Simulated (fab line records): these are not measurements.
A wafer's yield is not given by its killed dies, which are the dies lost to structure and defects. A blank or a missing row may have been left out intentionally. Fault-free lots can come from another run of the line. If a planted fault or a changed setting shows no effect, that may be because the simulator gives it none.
8D (eight disciplines) problem report, filled in by code | flow n5 finfet | the parts of the form that need people (team, actions taken, sign-off) are left out

== 1. THE PROBLEM ==
At N5_PASSIVATION_PROBE_49, killed_at_M4_up averages 1088 over 4 wafers from 3 lots, while fault-free wafers read 15, standard deviation 5.6. That is +99 or more standard deviations from the usual mean.
The first sign was on wafer L160.4 at day 18 18:02, on prober-01. The record holds 6 wafers of 3 lots with a number at this step. The rule behind "out" and "out of limits": a value lying over 4 standard deviations away from the usual mean. The other wafers with a number count as sound.

== 2. WHAT IT IS AND WHAT IT IS NOT ==
question                    | is                                                                                                                  | is not
which readings at this step | killed_at_M4_up, defect limited yield, killed dies, killed on rim, sort_bin_5_function, sort n pass, sort yield pct | killed_at_M0_to_M3, killed at contacts, killed at front end, killed at other, killed open, killed short, sort_bin_6_memory
which lots                  | L157, L160, L161                                                                                                    | -
which wafers of those lots  | L157.3, L157.4, L160.4, L161.3                                                                                      | L160.2, L161.1
read on which tools         | prober-01, prober-02                                                                                                | -
when                        | from day 18 18:02                                                                                                   | up to then (1 sound wafer); but 1 sound wafer of L161 came after

== 3. WHAT RULES OUT EACH SUSPECT ==
Counting: any tool at a process step up to the reading remains a suspect provided it ran every lot that is out. Sound lots after the first of them don't rule it out here, since some wafers of a struck lot are sound.
- rie diel-01 at N5_BEOL_M5_ETCH_68 (etches SOC in N2/H2, target depth 80 nm, overetch 16 nm, time 120 s): kept. It ran every lot that is out, first L157 (day 14 10:39).
The count leaves rie diel-01 at N5_BEOL_M5_ETCH_68.

== 4. THE CAUSE (what the simulator had put in) ==
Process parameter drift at N5_BEOL_M5_ETCH_68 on rie diel-01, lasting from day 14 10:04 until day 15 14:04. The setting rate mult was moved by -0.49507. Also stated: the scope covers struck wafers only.
Counting left only this tool.

== 5. THE CHAIN OF EFFECTS, in route order ==
Each row: a reading where the mean over the struck wafers with a number is more than 3 standard deviations away from the usual. Scope: only readings with a usual standard deviation given in the record; hours: median across lots of the time from each lot's start at the first step in this table that gives one to its start at this step; sigmas: change in usual standard deviations.
hours | step                    | reading              | usual  | on struck wafers | change | sigmas
0     | N5_PASSIVATION_PROBE_49 | defect limited yield | 90.8 % | 0.2              | -90.6  | -53
0     | N5_PASSIVATION_PROBE_49 | killed_at_M4_up      | 15     | 1088             | +1072  | +99 or more
0     | N5_PASSIVATION_PROBE_49 | killed dies          | 109    | 1178             | +1069  | +53
0     | N5_PASSIVATION_PROBE_49 | killed on rim        | 14     | 152              | +138   | +32
0     | N5_PASSIVATION_PROBE_49 | sort_bin_5_function  | 5.4 %  | 96.3             | +90.9  | +83
0     | N5_PASSIVATION_PROBE_49 | sort n pass          | 1071   | 2                | -1069  | -53
0     | N5_PASSIVATION_PROBE_49 | sort yield pct       | 90.8 % | 0.2              | -90.6  | -53
Process steps it contains:
- N5_PASSIVATION_PROBE_49

== 6. WHAT WOULD HAVE CAUGHT IT SOONER ==
First out-of-limits reading in this record: day 18 18:02, which is 104 hours after fault onset at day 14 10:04.
Of the tool readings at N5_BEOL_M5_ETCH_68 for which the record gives a usual standard deviation, none was out on any struck wafer, so an alarm limit of 4 standard deviations on them would not have fired.
By day 18 18:02, every lot that is out (3) had started N5_BEOL_M5_ETCH_68 on rie diel-01. Tool hold at that time: it would have spared none of them.
